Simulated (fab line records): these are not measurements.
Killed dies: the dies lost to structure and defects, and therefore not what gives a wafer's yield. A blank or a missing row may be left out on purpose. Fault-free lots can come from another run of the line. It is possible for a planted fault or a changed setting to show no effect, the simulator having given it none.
fab line records ; flow nandHarc
[record] lots = 11; wafers = 33; lastDay = 33
route steps=1302 shown P_STI@106 P_GATE@124
lots untouched by any fault: they come from a run of this same line in which no faults occurred
startH: hours from the record's opening day to when the first of the lot's shown wafers began ; waitH: hours since the lot's step before ; " identical to the entry in the row above ; L1.1+2: a row that stands for several wafers ; - no value present, or no start provided ; * or withheld: withheld ; < > ~ a bound
route shown NAME@n: NAME is a module with steps in the file, n the number in the route of the first one ; usual: average and standard deviation across the fault-free wafers ; same: alike in all rows ; chamber/n: place in a boat ; sites: per-site readings ; _std_site: standard deviation across them ; _edge_site: inner sites' mean taken away from outer sites' mean ; radiusMm: for every site, how far away it sits from the centre of the wafer ; mask NAME#n: copy n ; behind: tool/chamber where the wafer was last shaped ; hold: what put the lot on hold/how long, in hours/how the hold closed ; device: which transistor (n, p or np) failed to switch ; end of line: the same wafers' tests at the end of the route ; a step without rows: its recipe alone ; killed: dies that structure and defects cost at the first sort, which is not the same as the wafer's yield ; map: shows each die of a wafer: x if killed, . if not, _ if none is there
set.NAME: the run value of the setting; set.NAME@STEP: its run value at that earlier step ; model.NAME: the simulator's own value behind a step, which no gauge read
a sample of lots followed through the steps of the route, with each step as a table and each wafer as a row
services: a tool's chamber out of use, with start hour (startH, from the record's first day; less than 0 if before it), hours out, and reason
[[steps]]
[step NHARC_P_STI_PRECLEAN_38]
[recipe] timeS = *; tempC = 50; bathAgeMin = 0; chemistry = SC1
lot.wafer;tool;chamber;startH;waitH
L266.4+6+3;wetBench-01;7,1,2;66.32;-
L267.1+2+4;wetBench-01;2,3,5;72.82;-
L269.6+1+5;wetBench-02;4,5,7;97.92;-
L270.1+4+6;wetBench-02;4,6,7;102.21;-
L273.6+4+5;wetBench-01;7,0,3;132.35;-
L275.4+2+6;wetBench-01;5,6,7;158.32;-
L283.2+4+6;wetBench-01;2,3,5;233.90;-
L285.2+4+1;wetBench-01;6,0,1;249.93;-
L286.5+2+6;wetBench-03;6,2,3;269.43;-
L287.3+6+5;wetBench-01;4,5,0;275.58;-
L289.5+6+3;wetBench-01;1,3,5;297.72;-
[step NHARC_P_STI_INSPECT_25]
[usual] rawDefectCount = 243/99
lot.wafer;tool;chamber;startH;waitH;hold;rawDefectCount
L266.3;defectInspect-02;-;74.41;0.4;-;113
L266.4;defectInspect-02;-;74.41;0.4;-;226
L266.6;defectInspect-02;-;74.41;0.4;-;261
L267.1;defectInspect-01;-;80.14;0.4;-;282
L267.2;defectInspect-01;-;80.14;0.4;-;95
L267.4;defectInspect-01;-;80.14;0.4;-;119
L269.1;defectInspect-02;-;106.11;0.4;-;328
L269.5;defectInspect-02;-;106.11;0.4;-;167
L269.6;defectInspect-02;-;106.11;0.4;-;245
L270.1;defectInspect-02;-;109.77;0.4;-;146
L270.4;defectInspect-02;-;109.77;0.4;-;172
L270.6;defectInspect-02;-;109.77;0.4;-;224
L273.4;defectInspect-02;-;142.17;0.4;awaitDispo/0.2h/release;959
L273.5;defectInspect-02;-;142.17;0.4;awaitDispo/0.2h/release;1102
L273.6;defectInspect-02;-;142.17;0.4;awaitDispo/0.2h/release;1005
L273.4;defectInspect-02;-;142.35;0.2;-;964
L273.5;defectInspect-02;-;142.35;0.2;-;1097
L273.6;defectInspect-02;-;142.35;0.2;-;990
L275.2;defectInspect-02;-;166.39;0.4;awaitDispo/0.2h/release;953
L275.4;defectInspect-02;-;166.39;0.4;awaitDispo/0.2h/release;894
L275.6;defectInspect-02;-;166.39;0.4;awaitDispo/0.2h/release;904
L275.2;defectInspect-02;-;166.57;0.2;-;931
L275.4;defectInspect-02;-;166.57;0.2;-;889
L275.6;defectInspect-02;-;166.57;0.2;-;927
L283.2;defectInspect-02;-;243.10;0.4;-;274
L283.4;defectInspect-02;-;243.10;0.4;-;239
L283.6;defectInspect-02;-;243.10;0.4;-;237
L285.1;defectInspect-02;-;259.17;0.4;-;159
L285.2;defectInspect-02;-;259.17;0.4;-;136
L285.4;defectInspect-02;-;259.17;0.4;-;191
L286.2;defectInspect-02;-;276.95;0.4;-;255
L286.5;defectInspect-02;-;276.95;0.4;-;164
L286.6;defectInspect-02;-;276.95;0.4;-;256
L287.3;defectInspect-02;-;285.85;0.4;-;270
L287.5;defectInspect-02;-;285.85;0.4;-;178
L287.6;defectInspect-02;-;285.85;0.4;-;134
L289.3;defectInspect-01;-;310.46;0.4;-;239
L289.5;defectInspect-01;-;310.46;0.4;-;373
L289.6;defectInspect-01;-;310.46;0.4;-;309
[step NHARC_P_GATE_DESCUM_13]
[recipe] timeS = 3; o2FlowSccm = 200; arFlowSccm = 0; biasPowerW = 0; chemistry = O2
[usual] drypumpMotorCurrentA = 5.8/0.36; oesProductAu = 1.001/0.0093; rfVppV = 57.8/0.89; showerheadPlenumPTorr = 1.92/0.067; throttleValvePct = 11.310/0.0082
[same] biasPowerW = 0
lot.wafer;tool;chamber;startH;waitH;drypumpMotorCurrentA;oesProductAu;rfHoursCounterH;rfVppV;showerheadPlenumPTorr;throttleValvePct
L266.4;rieDiel-01;2;83.25;-;5.6;0.997;3.7;59.2;1.90;11.306
L266.3;rieDiel-01;1;83.25;-;6.3;0.994;3.3;57.0;1.85;11.304
L266.6;rieDiel-01;2;83.25;-;5.6;1.006;-;58.7;1.90;11.305
L267.2;rieDiel-04;2;88.63;-;5.0;0.992;3.4;57.9;2.01;11.320
L267.4;rieDiel-04;3;88.63;-;6.1;1.015;3.5;59.3;2.06;11.310
L267.1;rieDiel-04;0;88.63;-;5.4;1.005;4.9;58.2;2.01;11.310
L269.1;rieDiel-04;1;114.77;-;5.7;1.024;5.9;58.2;1.92;11.309
L269.6;rieDiel-04;0;114.77;-;5.4;1.006;-;58.9;2.01;11.313
L269.5;rieDiel-04;1;114.77;-;5.7;1.020;-;58.5;1.92;11.316
L270.4;rieDiel-10;3;118.89;-;5.6;1.003;2.4;58.9;1.96;11.315
L270.1;rieDiel-10;1;118.89;-;5.8;0.998;2.4;57.9;1.80;11.299
L270.6;rieDiel-10;2;118.89;-;5.3;1.003;-;58.7;1.92;11.313
L273.4;rieDiel-01;1;151.66;-;6.3;0.989;6.9;56.8;1.85;11.308
L273.6;rieDiel-01;0;151.66;-;6.0;0.983;-;57.4;1.94;11.313
L273.5;rieDiel-01;1;151.66;-;6.3;0.986;-;57.3;1.85;11.303
L275.4;rieDiel-01;2;177.61;-;5.5;0.997;7.9;58.3;1.89;11.297
L275.2;rieDiel-01;1;177.61;-;6.3;0.995;7.6;57.6;1.85;11.298
L275.6;rieDiel-01;3;177.61;-;5.9;1.010;-;56.5;1.88;11.303
L283.4;rieDiel-01;3;251.52;-;5.9;1.005;1.7;58.6;1.88;11.298
L283.2;rieDiel-01;0;251.52;-;6.0;0.999;1.3;56.7;1.94;11.318
L283.6;rieDiel-01;0;251.52;-;6.0;0.991;-;57.1;1.94;11.300
L285.4;rieDiel-10;0;268.11;-;6.2;0.992;0.2;57.0;1.89;11.309
L285.1;rieDiel-10;1;268.11;-;5.8;0.988;0.2;57.6;1.80;11.304
L285.2;rieDiel-10;2;268.11;-;5.3;0.984;0.2;58.6;1.92;11.319
L286.2;rieDiel-10;1;285.46;-;5.7;1.000;1.8;58.5;1.80;11.315
L286.6;rieDiel-10;2;285.46;-;5.3;0.987;-;58.4;1.92;11.298
L286.5;rieDiel-10;3;285.46;-;5.6;1.006;-;56.9;1.96;11.309
L287.3;rieDiel-04;1;294.72;-;5.7;0.996;6.2;57.9;1.92;11.314
L287.5;rieDiel-04;3;294.72;-;6.1;0.996;-;56.9;2.06;11.298
L287.6;rieDiel-04;0;294.72;-;5.4;1.007;-;57.4;2.01;11.325
L289.3;rieDiel-04;0;319.25;-;5.4;1.004;7.8;57.4;2.01;11.308
L289.6;rieDiel-04;2;319.25;-;5.0;1.008;-;57.5;2.01;11.299
L289.5;rieDiel-04;3;319.25;-;6.1;0.997;-;58.1;2.06;11.310
[step NHARC_P_GATE_INSPECT_28]
[usual] rawDefectCount = 7/3.1
lot.wafer;tool;chamber;startH;waitH;hold;rawDefectCount
L266.3;defectInspect-02;-;97.34;0.0;-;4
L266.4;defectInspect-02;-;97.34;0.0;-;5
L266.6;defectInspect-02;-;97.34;0.0;-;6
L267.1;defectInspect-02;-;103.19;0.0;-;7
L267.2;defectInspect-02;-;103.19;0.0;-;4
L267.4;defectInspect-02;-;103.19;0.0;-;2
L269.1;defectInspect-01;-;132.91;0.0;-;5
L269.5;defectInspect-01;-;132.91;0.0;-;6
L269.6;defectInspect-01;-;132.91;0.0;-;2
L270.1;defectInspect-02;-;137.29;0.0;-;6
L270.4;defectInspect-02;-;137.29;0.0;-;8
L270.6;defectInspect-02;-;137.29;0.0;-;13
L273.4;defectInspect-01;-;168.78;0.0;awaitDispo/0.2h/release;726
L273.5;defectInspect-01;-;168.78;0.0;awaitDispo/0.2h/release;762
L273.6;defectInspect-01;-;168.78;0.0;awaitDispo/0.2h/release;711
L273.4;defectInspect-01;-;168.95;0.2;-;729
L273.5;defectInspect-01;-;168.95;0.2;-;777
L273.6;defectInspect-01;-;168.95;0.2;-;713
L275.2;defectInspect-01;-;189.70;0.0;awaitDispo/0.2h/release;713
L275.4;defectInspect-01;-;189.70;0.0;awaitDispo/0.2h/release;691
L275.6;defectInspect-01;-;189.70;0.0;awaitDispo/0.2h/release;728
L275.2;defectInspect-01;-;189.87;0.2;-;712
L275.4;defectInspect-01;-;189.87;0.2;-;700
L275.6;defectInspect-01;-;189.87;0.2;-;712
L283.2;defectInspect-02;-;268.01;0.0;-;15
L283.4;defectInspect-02;-;268.01;0.0;-;11
L283.6;defectInspect-02;-;268.01;0.0;-;3
L285.1;defectInspect-02;-;281.82;0.0;-;14
L285.2;defectInspect-02;-;281.82;0.0;-;9
L285.4;defectInspect-02;-;281.82;0.0;-;1
L286.2;defectInspect-01;-;299.47;0.0;-;5
L286.5;defectInspect-01;-;299.47;0.0;-;6
L286.6;defectInspect-01;-;299.47;0.0;-;8
L287.3;defectInspect-01;-;310.63;0.0;-;4
L287.5;defectInspect-01;-;310.63;0.0;-;7
L287.6;defectInspect-01;-;310.63;0.0;-;10
L289.3;defectInspect-01;-;333.06;0.0;-;4
L289.5;defectInspect-01;-;333.06;0.0;-;3
L289.6;defectInspect-01;-;333.06;0.0;-;6
[step NHARC_P_GATE_DESCUM_61]
[recipe] timeS = 3; o2FlowSccm = 200; arFlowSccm = 0; biasPowerW = 0; chemistry = O2
[usual] drypumpMotorCurrentA = 5.7/0.37; oesProductAu = 1.000/0.0087; rfVppV = 57.9/0.86; showerheadPlenumPTorr = 1.93/0.071; throttleValvePct = 11.309/0.0082
[same] biasPowerW = 0
lot.wafer;tool;chamber;startH;waitH;drypumpMotorCurrentA;oesProductAu;rfHoursCounterH;rfVppV;showerheadPlenumPTorr;throttleValvePct
L266.3;rieDiel-04;0;110.98;-;5.4;1.016;6.3;57.1;2.01;11.301
L266.4;rieDiel-04;2;110.98;-;5.0;0.984;4.9;59.3;2.01;11.313
L266.6;rieDiel-04;0;110.98;-;5.4;1.013;-;59.4;2.01;11.302
L267.2;rieDiel-01;2;116.89;-;5.6;0.993;4.3;57.9;1.90;11.301
L267.1;rieDiel-01;3;116.89;-;5.9;0.993;4.3;57.0;1.89;11.316
L267.4;rieDiel-01;1;116.89;-;6.2;0.990;4.0;57.4;1.85;11.317
L269.1;rieDiel-01;3;146.88;-;5.9;1.007;7.6;58.1;1.88;11.294
L269.5;rieDiel-01;2;146.88;-;5.5;1.001;-;58.1;1.89;11.314
L269.6;rieDiel-01;3;146.88;-;5.9;0.994;-;56.6;1.88;11.290
L270.1;rieDiel-10;3;150.94;-;5.6;1.025;3.4;59.5;1.96;11.304
L270.4;rieDiel-10;0;150.94;-;6.2;0.994;3.1;57.2;1.89;11.310
L270.6;rieDiel-10;1;150.94;-;5.8;0.995;-;57.6;1.80;11.311
L283.4;rieDiel-10;0;281.70;-;6.3;0.996;1.2;58.7;1.89;11.312
L283.2;rieDiel-10;2;281.70;-;5.3;0.995;1.3;57.7;1.92;11.308
L283.6;rieDiel-10;0;281.70;-;6.2;0.999;-;57.9;1.89;11.301
L285.1;rieDiel-01;3;297.90;-;5.9;1.021;4.7;58.3;1.88;11.317
L285.4;rieDiel-01;1;297.90;-;6.3;1.004;4.8;58.1;1.85;11.310
L285.2;rieDiel-01;2;297.90;-;5.5;1.008;4.6;58.3;1.89;11.320
L286.2;rieDiel-04;3;313.27;-;6.1;0.994;7.0;58.9;2.06;11.308
L286.5;rieDiel-04;3;313.27;-;6.1;1.006;-;60.0;2.06;11.310
L286.6;rieDiel-04;0;313.27;-;5.4;1.009;-;58.4;2.01;11.317
L287.3;rieDiel-10;2;326.35;-;5.3;0.986;3.6;58.9;1.92;11.317
L287.5;rieDiel-10;2;326.35;-;5.3;0.991;-;58.5;1.92;11.329
L287.6;rieDiel-10;3;326.35;-;5.6;0.996;-;56.9;1.96;11.318
L289.3;rieDiel-04;1;346.70;-;5.7;0.995;9.2;57.2;1.92;11.303
L289.5;rieDiel-04;3;346.70;-;6.1;1.001;-;57.3;2.06;11.313
L289.6;rieDiel-04;0;346.70;-;5.4;0.997;-;57.6;2.01;11.296
[step NHARC_P_GATE_CD_MEAS_91]
[recipe] targetCdNm = 2000; landingEnergyEv = 500
[usual] cdNm = 1999.4/1.8
lot.wafer;tool;chamber;startH;waitH;cdNm
L266.3;cdSem-03;0;112.39;-;2000.0
L266.4;cdSem-03;0;112.39;-;2002.3
L266.6;cdSem-03;0;112.39;-;2001.8
L267.1;cdSem-01;0;118.44;-;2001.5
L267.2;cdSem-01;0;118.44;-;2000.9
L267.4;cdSem-01;0;118.44;-;2001.1
L269.1;cdSem-01;0;148.41;-;1996.6
L269.5;cdSem-01;0;148.41;-;2000.6
L269.6;cdSem-01;0;148.41;-;1999.4
L270.1;cdSem-03;0;152.34;-;2001.6
L270.4;cdSem-03;0;152.34;-;1999.6
L270.6;cdSem-03;0;152.34;-;2001.2
L283.2;cdSem-03;0;283.24;-;1996.6
L283.4;cdSem-03;0;283.24;-;1995.7
L283.6;cdSem-03;0;283.24;-;1997.6
L285.1;cdSem-01;0;299.34;-;1999.2
L285.2;cdSem-01;0;299.34;-;1999.0
L285.4;cdSem-01;0;299.34;-;1998.3
L286.2;cdSem-02;0;314.69;-;1998.8
L286.5;cdSem-02;0;314.69;-;1999.2
L286.6;cdSem-02;0;314.69;-;2000.3
L287.3;cdSem-01;0;327.91;-;2001.8
L287.5;cdSem-01;0;327.91;-;2001.3
L287.6;cdSem-01;0;327.91;-;2002.7
L289.3;cdSem-01;0;348.13;-;2000.8
L289.5;cdSem-01;0;348.13;-;2002.6
L289.6;cdSem-01;0;348.13;-;1998.7
[[services]]
tool;chamber;startH;hours;kind
wetBench-01;-;49.98;12.5;repair
rieDiel-04;3;50.65;16.4;repair
wetBench-02;-;63.14;2.3;repair
rieDiel-10;-;65.50;9.0;pm
wetBench-02;-;68.01;8.0;pm
rieDiel-04;3;84.31;2.4;repair
rieDiel-10;2;89.69;7.9;repair
wetBench-01;-;101.60;8.0;pm
rieDiel-01;2;107.22;8.6;repair
wetBench-01;0;109.60;-;consumableReplace:bath
rieDiel-10;0;151.10;4.5;repair
rieDiel-10;3;153.82;14.9;repair
rieDiel-10;1;168.31;2.1;repair
rieDiel-04;-;177.95;9.0;pm
rieDiel-01;-;203.89;9.0;pm
wetBench-03;-;210.40;8.0;pm
rieDiel-10;-;242.50;9.0;pm
wetBench-02;-;244.01;8.0;pm
rieDiel-10;3;269.82;7.9;repair
wetBench-01;-;277.60;8.0;pm
rieDiel-01;0;283.85;4.8;repair
rieDiel-10;2;296.37;4.9;repair
rieDiel-10;3;321.38;2.0;repair
wetBench-03;-;344.63;5.8;repair
[[key]]
[firstSign] step = NHARC_P_STI_INSPECT_25; reading = visit; direction = added
[effect] step = NHARC_P_STI_INSPECT_25; reading = rawDefectCount; direction = up; sigmas = 7.3; usual = 243; struck = 970
[effect] step = NHARC_P_GATE_INSPECT_28; reading = rawDefectCount; direction = up; sigmas = 99+; usual = 7; struck = 722
metAt NHARC_P_STI_PRECLEAN_38
struckLots L273,L275
scrappedBehind NHARC_P_GATE_INSPECT_28 L273.4,L273.5,L273.6,L275.2,L275.4,L275.6
notActingAt NHARC_P_GATE_DESCUM_13,NHARC_P_GATE_DESCUM_61,NHARC_P_GATE_CD_MEAS_91
onsetBetween 72.82 132.35
[fault] kind = chamberParticleSource; tool = wetBench-01; chamber = -; onsetH = 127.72; steps = NHARC_P_STI_PRECLEAN_38; ratePerVisitCm2 = 1.1219; endH = 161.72
